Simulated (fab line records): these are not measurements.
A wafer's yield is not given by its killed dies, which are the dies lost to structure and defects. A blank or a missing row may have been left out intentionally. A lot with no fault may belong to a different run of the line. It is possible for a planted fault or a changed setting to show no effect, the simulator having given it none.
Matching of chambers	flow nandHarc	NHARC_A_BLC_STRIP_29 on rieDiel-09: 4 sister chambers
The step strips in CF4. 4 wafers are shown with their chamber, then 12 later ones without.

## EACH WAFER AND ITS CHAMBER
wafer	chamber	drypumpMotorCurrentA (A)
L088.4	2	6.1
L090.3	0	5.0
L090.4	1	6.6
L090.6	3	5.2

## WAFERS WITH NO CHAMBER GIVEN
wafer	drypumpMotorCurrentA (A)
L093.1	6.6
L093.2	6.1
L093.6	5.0
L092.2	6.5
L092.3	5.0
L092.5	6.6
L092.1	5.2
L092.4	6.0
L092.6	6.0
L096.2	6.1
L096.3	6.6
L096.4	5.0

## THE CHAMBER EACH PASSED THROUGH
wafer	from the rows above	in truth
L093.1	1	1
L093.2	2	2
L093.6	0	0
L092.2	1	1
L092.3	0	0
L092.5	1	1
L092.1	3	3
L092.4	2	2
L092.6	2	2
L096.2	2	2
L096.3	1	1
L096.4	0	0
Placed correctly: 12 of 12. Not placeable from these rows: 0. 0 placed wrongly.
How it was worked out, from the rows above alone: a wafer's distance from a chamber is the root of the sum, over the readings, of the square of ((its reading less the chamber's mean) divided by the reading's scatter). The wafer belongs to the nearest chamber; if the next one is less than 2 further off, it can't be placed. A chamber's mean is the mean of its shown wafers. The scatter: root of mean squared gap, hidden wafer to nearest shown wafer, with one shown wafer a chamber.
